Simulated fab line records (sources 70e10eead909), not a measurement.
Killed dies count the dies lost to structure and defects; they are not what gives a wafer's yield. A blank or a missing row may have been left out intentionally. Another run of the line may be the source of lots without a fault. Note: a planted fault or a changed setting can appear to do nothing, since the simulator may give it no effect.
Which tool is to blame? | flow nandHarc | 15 lots with 45 wafers sampled at 4 steps, on a route of 1302 steps

WHAT THE GAUGES SHOWED, per wafer
The record holds no reading of a measuring or inspecting step that can be judged against a usual standard deviation.

TOOL THAT RAN EACH LOT (tool first, then ch and the chambers of the sampled wafers, then the start)
lot  | NHARC_A_CHANNEL_HOLE_D2_ETCH_34              | NHARC_A_CHANNEL_HOLE_D2_ETCH_23 | NHARC_A_CHANNEL_HOLE_D2_ETCH_26 | NHARC_A_CHANNEL_HOLE_D2_ETCH_44
L824 | rieDiel-08 ch 0,2, day 13 02:07 or earlier   | harEtch-02 ch 0,1, day 13 02:07 | harEtch-02 ch 0,1, day 13 04:19 | rieDiel-07 ch 1,2, day 13 05:11
L823 | rieDiel-08 ch 0,3, day 14 02:52 or earlier   | harEtch-01 ch 0,1, day 14 02:52 | harEtch-01 ch 0,1, day 14 05:01 | rieDiel-08 ch 0,3, day 14 05:54
L826 | rieDiel-07 ch 1,2, day 14 09:13 or earlier   | harEtch-01 ch 0,1, day 14 09:13 | harEtch-01 ch 0,1, day 14 11:32 | rieDiel-07 ch 0,2, day 14 12:29
L825 | rieDiel-08 ch 0,2,3, day 14 10:18 or earlier | harEtch-02 ch 0,1, day 14 10:18 | harEtch-02 ch 0,1, day 14 12:38 | rieDiel-08 ch 0,2,3, day 14 13:35
L828 | rieDiel-07 ch 1,2, day 15 00:41 or earlier   | harEtch-02 ch 0,1, day 15 00:41 | harEtch-02 ch 0,1, day 15 03:00 | rieDiel-07 ch 0,1,3, day 15 03:56
L827 | rieDiel-03 ch 0,3, day 15 01:07 or earlier   | harEtch-01 ch 0,1, day 15 01:07 | harEtch-01 ch 0,1, day 15 03:21 | rieDiel-08 ch 2,3, day 15 04:16
L829 | rieDiel-08 ch 1,2,3, day 15 15:58 or earlier | harEtch-01 ch 0, day 15 15:58   | harEtch-01 ch 0, day 15 18:13   | rieDiel-08 ch 0,2,3, day 15 19:08
L831 | rieDiel-03 ch 0,1,3, day 16 15:38 or earlier | harEtch-02 ch 0,1, day 16 15:38 | harEtch-02 ch 0,1, day 16 18:00 | rieDiel-07 ch 1,2,3, day 16 18:56
L830 | rieDiel-07 ch 0,1,3, day 16 15:52 or earlier | harEtch-01 ch 0, day 16 15:52   | harEtch-01 ch 0, day 16 18:12   | rieDiel-08 ch 0,2, day 16 19:09
L832 | rieDiel-08 ch 1,3, day 17 07:58 or earlier   | harEtch-01 ch 0,1, day 17 07:58 | harEtch-01 ch 0,1, day 17 10:05 | rieDiel-08 ch 1,3, day 17 10:59
L835 | rieDiel-03 ch 1,2, day 18 08:10 or earlier   | harEtch-01 ch 0,1, day 18 08:10 | harEtch-01 ch 0,1, day 18 10:20 | rieDiel-08 ch 2,3, day 18 11:13
L836 | rieDiel-07 ch 0,1, day 18 10:10 or earlier   | harEtch-02 ch 0,1, day 18 10:10 | harEtch-02 ch 0,1, day 18 12:30 | rieDiel-03 ch 1,2,3, day 18 13:27
L837 | rieDiel-08 ch 0,1,3, day 19 09:34 or earlier | harEtch-02 ch 0,1, day 19 09:34 | harEtch-02 ch 0,1, day 19 11:43 | rieDiel-08 ch 0,1,2, day 19 12:37
L845 | rieDiel-07 ch 0,2,3, day 22 11:34 or earlier | harEtch-01 ch 0,1, day 22 11:34 | harEtch-01 ch 0,1, day 22 13:54 | rieDiel-08 ch 1,2,3, day 22 14:51
L846 | rieDiel-08 ch 0,1, day 23 01:01 or earlier   | harEtch-01 ch 0,1, day 23 01:01 | harEtch-01 ch 0,1, day 23 03:22 | rieDiel-08 ch 0,3, day 23 04:19
- NHARC_A_CHANNEL_HOLE_D2_ETCH_34: etches the open film in CF4/CHF3, target depth 154 nm, time 77 s.
- NHARC_A_CHANNEL_HOLE_D2_ETCH_23: etches the open film in C4F8/O2/Ar, time 819 s, target depth 1600 nm.
- NHARC_A_CHANNEL_HOLE_D2_ETCH_26: etches the open film in C4F8/O2/Ar, time 224.1 s, target depth 300 nm.
- NHARC_A_CHANNEL_HOLE_D2_ETCH_44: etches the open film in CF4/O2, target depth 140 nm, overetch 14 nm, time 77 s.

AS READ BY THE TOOLS THEMSELVES (means over the sampled wafers that have a number; for cases with no such wafer, the mark the record gives instead)
NHARC_A_CHANNEL_HOLE_D2_ETCH_34. Usual: biasW 200.0 W, standard deviation 0.54; cf4FlowSccm 100.0 sccm, standard deviation 0.31; drypumpMotorCurrentA 5.7 A, standard deviation 0.46; mfcArSccm 0.010 sccm, standard deviation 0.012; oesProductAu 0.962 a.u., standard deviation 0.019; rfVppV 370.5 V, standard deviation 2.9; showerheadPlenumPTorr 1.57 Torr, standard deviation 0.082; throttleValvePct 16.803 %, standard deviation 0.0093.
lot  | tool       | biasW (W) | cf4FlowSccm (sccm) | drypumpMotorCurrentA (A) | mfcArSccm (sccm) | oesProductAu (a.u.) | rfVppV (V) | showerheadPlenumPTorr (Torr) | throttleValvePct (%) | flag
L824 | rieDiel-08 | 200.2     | 99.9               | 5.8                      | 0.005            | 0.970               | 370.9      | 1.58                         | 16.798               | 
L823 | rieDiel-08 | 200.7     | 100.0              | 6.4                      | 0.005            | 0.977               | 369.1      | 1.53                         | 16.804               | 
L826 | rieDiel-07 | 200.0     | 99.9               | 5.5                      | 0.018            | 0.973               | 373.0      | 1.66                         | 16.810               | 
L825 | rieDiel-08 | 200.0     | 100.1              | 6.1                      | 0.007            | 0.972               | 369.1      | 1.53                         | 16.807               | 
L828 | rieDiel-07 | 200.4     | 99.7               | 5.6                      | 0.029            | 0.931               | 373.5      | 1.67                         | 16.800               | 
L827 | rieDiel-03 | 200.0     | 100.1              | 5.8                      | 0.007            | 0.976               | 371.6      | 1.60                         | 16.814               | 
L829 | rieDiel-08 | 200.2     | 100.1              | 6.1                      | 0.014            | 0.951               | 367.1      | 1.47                         | 16.795               | 
L831 | rieDiel-03 | 200.5     | 100.1              | 5.7                      | 0.011            | 0.967               | 369.4      | 1.56                         | 16.810               | 
L830 | rieDiel-07 | 200.0     | 100.1              | 5.5                      | 0.002            | 0.977               | 372.4      | 1.64                         | 16.794               | 
L832 | rieDiel-08 | 199.7     | 100.0              | 6.1                      | 0.015            | 0.973               | 367.3      | 1.47                         | 16.809               | 
L835 | rieDiel-03 | 200.5     | 99.8               | 5.5                      | 0.008            | 0.974               | 370.7      | 1.58                         | 16.801               | 
L836 | rieDiel-07 | 200.3     | 100.0              | 5.3                      | 0.002            | 0.975               | 371.9      | 1.60                         | 16.809               | 
L837 | rieDiel-08 | 199.8     | 99.9               | 6.0                      | 0.009            | 0.981               | 368.7      | 1.52                         | 16.810               | 
L845 | rieDiel-07 | 200.0     | 100.3              | 5.6                      | 0.013            | 0.978               | 372.5      | 1.65                         | 16.803               | 
L846 | rieDiel-08 | 200.4     | 100.2              | 5.7                      | 0.006            | 0.942               | 371.7      | 1.57                         | 16.810               | 

NHARC_A_CHANNEL_HOLE_D2_ETCH_23. Usual: value, then standard deviation, for each; c4f8FlowSccm 89.32 sccm / 0.25; chamberPressureMTorr 19.999 mTorr / 0.019; drypumpMotorCurrentA 5.9 A / 0.52; mfcArSccm 375.0 sccm / 1.2; o2FlowSccm 35.70 sccm / 0.1; showerheadPlenumPTorr 3.68 Torr / 0.14; throttleValvePct 32.154 % / 0.0092.
lot  | tool       | c4f8FlowSccm (sccm) | chamberPressureMTorr (mTorr) | drypumpMotorCurrentA (A) | mfcArSccm (sccm) | o2FlowSccm (sccm) | showerheadPlenumPTorr (Torr) | throttleValvePct (%) | flag
L824 | harEtch-02 | 89.45               | 20.006                       | 5.3                      | 374.7            | 35.82             | 3.59                         | 32.160               | 
L823 | harEtch-01 | 89.12               | 19.993                       | 6.3                      | 374.2            | 35.70             | 3.66                         | 32.152               | 
L826 | harEtch-01 | 89.37               | 20.016                       | 6.3                      | 375.1            | 35.70             | 3.65                         | 32.157               | 
L825 | harEtch-02 | 89.23               | 20.004                       | 5.3                      | 375.5            | 35.60             | 3.58                         | 32.151               | 
L828 | harEtch-02 | 89.47               | 20.009                       | 5.3                      | 374.6            | 35.88             | 3.57                         | 32.141               | 
L827 | harEtch-01 | 89.55               | 19.998                       | 6.1                      | 374.3            | 35.70             | 3.61                         | 32.151               | 
L829 | harEtch-01 | 89.36               | 19.981                       | 6.4                      | 375.0            | 35.69             | 3.68                         | 32.153               | 
L831 | harEtch-02 | 89.71               | 20.008                       | 5.6                      | 374.2            | 35.63             | 3.57                         | 32.150               | 
L830 | harEtch-01 | 89.52               | 20.008                       | 6.5                      | 374.4            | 35.63             | 3.67                         | 32.158               | 
L832 | harEtch-01 | 89.23               | 20.010                       | 6.1                      | 375.8            | 35.69             | 3.60                         | 32.154               | 
L835 | harEtch-01 | 89.24               | 19.993                       | 6.1                      | 374.5            | 35.66             | 3.59                         | 32.156               | 
L836 | harEtch-02 | 89.38               | 20.014                       | 5.3                      | 375.5            | 35.60             | 3.93                         | 32.152               | 
L837 | harEtch-02 | 89.37               | 19.995                       | 5.6                      | 376.4            | 35.74             | 3.92                         | 32.150               | 
L845 | harEtch-01 | 89.36               | 19.996                       | 6.1                      | 374.4            | 35.71             | 3.55                         | 32.156               | 
L846 | harEtch-01 | 89.26               | 19.990                       | 6.3                      | 375.3            | 35.78             | 3.59                         | 32.154               | 

NHARC_A_CHANNEL_HOLE_D2_ETCH_26. Usual: value, then standard deviation, for each; biasV 300.0 V / 2.9; c4f8FlowSccm 11.40 sccm / 0.037; drypumpMotorCurrentA 5.9 A / 0.52; mfcArSccm 375.1 sccm / 1.2; o2FlowSccm 113.6 sccm / 0.34; showerheadPlenumPTorr 3.72 Torr / 0.15; throttleValvePct 24.585 % / 0.0099.
lot  | tool       | biasV (V) | c4f8FlowSccm (sccm) | drypumpMotorCurrentA (A) | mfcArSccm (sccm) | o2FlowSccm (sccm) | showerheadPlenumPTorr (Torr) | throttleValvePct (%) | flag
L824 | harEtch-02 | 301.5     | 11.40               | 5.3                      | 375.4            | 113.6             | 3.63                         | 24.582               | 
L823 | harEtch-01 | 301.5     | 11.44               | 6.3                      | 374.9            | 113.6             | 3.70                         | 24.581               | 
L826 | harEtch-01 | 296.5     | 11.39               | 6.3                      | 375.4            | 113.7             | 3.69                         | 24.585               | 
L825 | harEtch-02 | 296.6     | 11.41               | 5.3                      | 375.2            | 113.5             | 3.61                         | 24.576               | 
L828 | harEtch-02 | 299.0     | 11.37               | 5.3                      | 374.2            | 113.7             | 3.61                         | 24.586               | 
L827 | harEtch-01 | 304.0     | 11.46               | 6.1                      | 375.3            | 113.2             | 3.66                         | 24.590               | 
L829 | harEtch-01 | 300.8     | 11.39               | 6.5                      | 372.6            | 113.7             | 3.72                         | 24.590               | 
L831 | harEtch-02 | 300.3     | 11.41               | 5.6                      | 375.8            | 113.2             | 3.61                         | 24.580               | 
L830 | harEtch-01 | 296.9     | 11.38               | 6.5                      | 374.8            | 113.6             | 3.71                         | 24.586               | 
L832 | harEtch-01 | 299.4     | 11.40               | 6.1                      | 375.8            | 113.7             | 3.64                         | 24.577               | 
L835 | harEtch-01 | -         | -                   | -                        | -                | -                 | -                            | -                    | OFF
L836 | harEtch-02 | -         | -                   | -                        | -                | -                 | -                            | -                    | OFF
L837 | harEtch-02 | -         | -                   | -                        | -                | -                 | -                            | -                    | OFF
L845 | harEtch-01 | 301.5     | 11.38               | 6.1                      | 375.0            | 113.6             | 3.59                         | 24.583               | 
L846 | harEtch-01 | 303.1     | 11.40               | 6.3                      | 376.2            | 113.6             | 3.62                         | 24.593               | 

NHARC_A_CHANNEL_HOLE_D2_ETCH_44. Usual: biasW 99.98 W, standard deviation 0.29; cf4FlowSccm 80.04 sccm, standard deviation 0.24; drypumpMotorCurrentA 5.8 A, standard deviation 0.47; mfcArSccm 0.010 sccm, standard deviation 0.0098; o2FlowSccm 20.00 sccm, standard deviation 0.058; oesProductAu 1.002 a.u., standard deviation 0.0088; rfVppV 197.4 V, standard deviation 1.6; showerheadPlenumPTorr 1.32 Torr, standard deviation 0.072; throttleValvePct 13.399 %, standard deviation 0.0091.
lot  | tool       | biasW (W) | cf4FlowSccm (sccm) | drypumpMotorCurrentA (A) | mfcArSccm (sccm) | o2FlowSccm (sccm) | oesProductAu (a.u.) | rfVppV (V) | showerheadPlenumPTorr (Torr) | throttleValvePct (%) | flag
L824 | rieDiel-07 | 99.79     | 80.27              | 5.5                      | 0.018            | 19.93             | 0.995               | 198.5      | 1.41                         | 13.395               | 
L823 | rieDiel-08 | 100.16    | 79.90              | 6.3                      | 0.005            | 20.12             | 1.011               | 197.0      | 1.29                         | 13.400               | 
L826 | rieDiel-07 | 99.90     | 80.33              | 5.4                      | 0.013            | 19.96             | 1.003               | 198.8      | 1.37                         | 13.402               | 
L825 | rieDiel-08 | 99.92     | 80.07              | 6.1                      | 0.007            | 20.01             | 1.005               | 197.6      | 1.29                         | 13.390               | 
L828 | rieDiel-07 | 99.80     | 80.00              | 5.5                      | 0.002            | 20.06             | 1.005               | 198.9      | 1.39                         | 13.395               | 
L827 | rieDiel-08 | 100.13    | 80.04              | 6.2                      | 0.012            | 19.95             | 1.002               | 195.8      | 1.24                         | 13.403               | 
L829 | rieDiel-08 | 99.93     | 80.15              | 6.1                      | 0.007            | 20.02             | 0.991               | 196.9      | 1.29                         | 13.404               | 
L831 | rieDiel-07 | 100.04    | 79.86              | 5.6                      | 0.016            | 19.98             | 0.999               | 200.4      | 1.42                         | 13.406               | 
L830 | rieDiel-08 | 100.18    | 80.01              | 5.9                      | 0.009            | 19.99             | 1.000               | 196.6      | 1.29                         | 13.404               | 
L832 | rieDiel-08 | 99.93     | 79.94              | 6.4                      | 0.012            | 20.00             | 1.006               | 196.6      | 1.25                         | 13.393               | 
L835 | rieDiel-08 | 100.04    | 80.15              | 6.5                      | 0.010            | 19.97             | 1.013               | 195.5      | 1.25                         | 13.387               | 
L836 | rieDiel-03 | 99.94     | 79.89              | 5.7                      | 0.011            | 19.98             | 0.989               | 198.1      | 1.33                         | 13.405               | 
L837 | rieDiel-08 | 100.07    | 80.12              | 5.8                      | 0.011            | 19.98             | 0.993               | 197.1      | 1.29                         | 13.390               | 
L845 | rieDiel-08 | 100.06    | 80.01              | 6.2                      | 0.014            | 20.02             | 1.009               | 195.8      | 1.24                         | 13.405               | 
L846 | rieDiel-08 | 100.03    | 80.05              | 6.4                      | 0.005            | 19.98             | 1.002               | 197.0      | 1.29                         | 13.397               | 

THE ANSWER, worked out from the rows above alone
Rule: lot off if the mean of its wafers having a number is beyond 3 standard deviations from the usual mean. A lot without any number at a reading at which 4 lots or more have one is off too. The other lots that the step has rows for count as sound. Order of review: gauges by route order, followed by the tools' own readings, for which a lot's mean as printed above is used. The first step at which some lot is off is used, and at that step the reading that is off furthest; a lot without a number counts as furthest.
Off: L835, L836, L837 (NHARC_A_CHANNEL_HOLE_D2_ETCH_26, biasV). Without a number there: L835, L836, L837.
If a tool, at that step or one of the process steps before it, ran each lot that is off and ran no sound lot following the first of them, it fits. Because NHARC_A_CHANNEL_HOLE_D2_ETCH_34 lacks a start for some lots, the hours and order of its lots are taken from NHARC_A_CHANNEL_HOLE_D2_ETCH_23. Not one of the candidates tried fits.

WHAT WAS PUT IN BY THE SIMULATOR
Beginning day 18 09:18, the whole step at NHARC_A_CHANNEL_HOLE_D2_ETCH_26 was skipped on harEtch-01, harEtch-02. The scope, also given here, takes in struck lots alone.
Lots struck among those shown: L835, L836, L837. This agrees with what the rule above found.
